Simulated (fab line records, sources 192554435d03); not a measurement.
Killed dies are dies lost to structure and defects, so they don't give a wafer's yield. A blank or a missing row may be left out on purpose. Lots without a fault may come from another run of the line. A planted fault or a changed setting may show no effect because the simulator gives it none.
Split-lot experiment | flow n5_finfet | 7 lots, 21 wafers read, on a route of 1938 steps

THE SPLIT
At N5_SD_EPI_P_PEB_07 (peb time 60 s), the setting peb_time_s was moved away from the recipe's 60 s on 8 of the 21 wafers read, by -19.1% to +17.8%. The other wafers ran this setting at the recipe's value.

FROM THE SPLIT TO THE READING: what the file shows between them, 1 step
- N5_SD_EPI_P_DEVELOP_08: develop time 30 s

THE READING
cd_nm, in nm, at N5_SD_EPI_P_CD_MEAS_09 (target cd 240 nm). Fault-free wafers of this fab line usually give 239.8 nm, standard deviation 1.1 nm.

wafer  | tool, chamber at the split | peb_time_s as run, s | against the recipe | cd_nm, nm | against lot-mates on the recipe
L075.1 | litho_track-02, 0          | 63.59                | +6.0%              | 240.6     | +2.1
L075.2 | litho_track-02, 0          | 63.59                | +6.0%              | 241.6     | +3.1
L075.3 | litho_track-02, 0          | 60                   | recipe             | 238.5     | -
L079.1 | litho_track-02, 0          | 60                   | recipe             | 240.2     | -
L079.2 | litho_track-02, 0          | 63.49                | +5.8%              | 242.6     | +2.4
L079.5 | litho_track-02, 0          | 63.49                | +5.8%              | 242.7     | +2.5
L081.3 | litho_track-03, 0          | 60                   | recipe             | 239.8     | -
L081.5 | litho_track-03, 0          | 60                   | recipe             | 238.7     | -
L081.6 | litho_track-03, 0          | 60                   | recipe             | 239.5     | -
L086.2 | litho_track-02, 0          | 48.56                | -19.1%             | 232.3     | -8.0
L086.4 | litho_track-02, 0          | 48.56                | -19.1%             | 233.3     | -7.0
L086.6 | litho_track-02, 0          | 60                   | recipe             | 240.3     | -
L091.3 | litho_track-04, 0          | 70.71                | +17.8%             | 245.2     | +6.9
L091.4 | litho_track-04, 0          | 60                   | recipe             | 238.7     | -
L091.6 | litho_track-04, 0          | 60                   | recipe             | 237.8     | -
L090.4 | litho_track-03, 0          | 63.96                | +6.6%              | 241.7     | +3.1
L090.5 | litho_track-03, 0          | 60                   | recipe             | 238.5     | -
L090.6 | litho_track-03, 0          | 60                   | recipe             | 238.7     | -
L097.1 | litho_track-02, 0          | 60                   | recipe             | 239.8     | -
L097.2 | litho_track-02, 0          | 60                   | recipe             | 238.6     | -
L097.4 | litho_track-02, 0          | 60                   | recipe             | 238.9     | -

THE FIT
A straight line over all 21 wafers: cd_nm changes by +0.35 nm for each +1% of peb_time_s; r = +0.96; the points scatter about the line by 0.81 nm.
The same after taking each lot's own level away (the mean of its wafers on the recipe; 21 wafers): +0.398 nm for each +1%; r = +0.99; scatter 0.41 nm.
On that fit, the largest move of peb_time_s shifts the reading by 7.6 nm.
The lots' own levels span 238.25 to 240.30 nm, that is 1.9 times the standard deviation above.
So the lot-to-lot level changes the slope: the two fits differ.
Check: with one of the wafers moved furthest among these (-19.1%) left out of the fit, the line predicts -7.28 nm for it against its lot-mates. It came out at -8 nm against them.

OTHER SPLITS ON THESE WAFERS
These wafers also went through other splits before the reading. Each is held against what the fit with the lots' levels taken away leaves over:
other split on the same wafers            | wafers away from the commonest value | r with cd_nm (lot level and that fit taken away)
N5_PMOS_HMC_CHANNEL_EPI_EXPOSE_06 dose_mj | 7                                    | +0.01
N5_FIN_SAQP_DESCUM_21 time_s              | 6                                    | +0.12
N5_FIN_CUT_COAT_19 spin_rpm               | 8                                    | -0.02
N5_DUMMY_GATE_HM_DEP_06 time_s            | 12                                   | -0.06
N5_DUMMY_GATE_PECVD_30 time_s             | 8                                    | -0.02

THE WHOLE CHAIN: every reading that the file lists as answering this split, in the file's order
step                    | what it does                                                | reading                                                         | change (the file's fit)               | r (the file's)
N5_SD_EPI_P_CD_MEAS_09  | target cd 240 nm                                            | cd_nm                                                           | +0.398 nm for each +1% of the setting | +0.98
N5_SD_EPI_P_DESCUM_14   | chemistry O2, time 7.9 s                                    | SD_EPI_P.cd_nm (the simulator's own value, which no gauge read) | +0.378 nm for each +1% of the setting | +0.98
N5_SD_EPI_P_ETCH_36     | etches SiARC in CF4, target depth 45.5 nm, time 75.8 s      | SD_EPI_P.cd_nm (the simulator's own value, which no gauge read) | +0.388 nm for each +1% of the setting | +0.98
N5_SD_EPI_P_ETCH_37     | etches SOC in N2/H2, overetch 108 nm, time 486 s            | SD_EPI_P.cd_nm (the simulator's own value, which no gauge read) | +0.403 nm for each +1% of the setting | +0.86
N5_SD_EPI_P_ETCHBACK_46 | etches SiNx in CH3F/O2, stops on SiO2, target depth 17.5 nm | SD_EPI_P.cd_nm (the simulator's own value, which no gauge read) | +0.406 nm for each +1% of the setting | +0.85

THE FILE'S OWN FIT
cd_nm changes by +0.398 nm for each +1% of peb_time_s, r = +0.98.
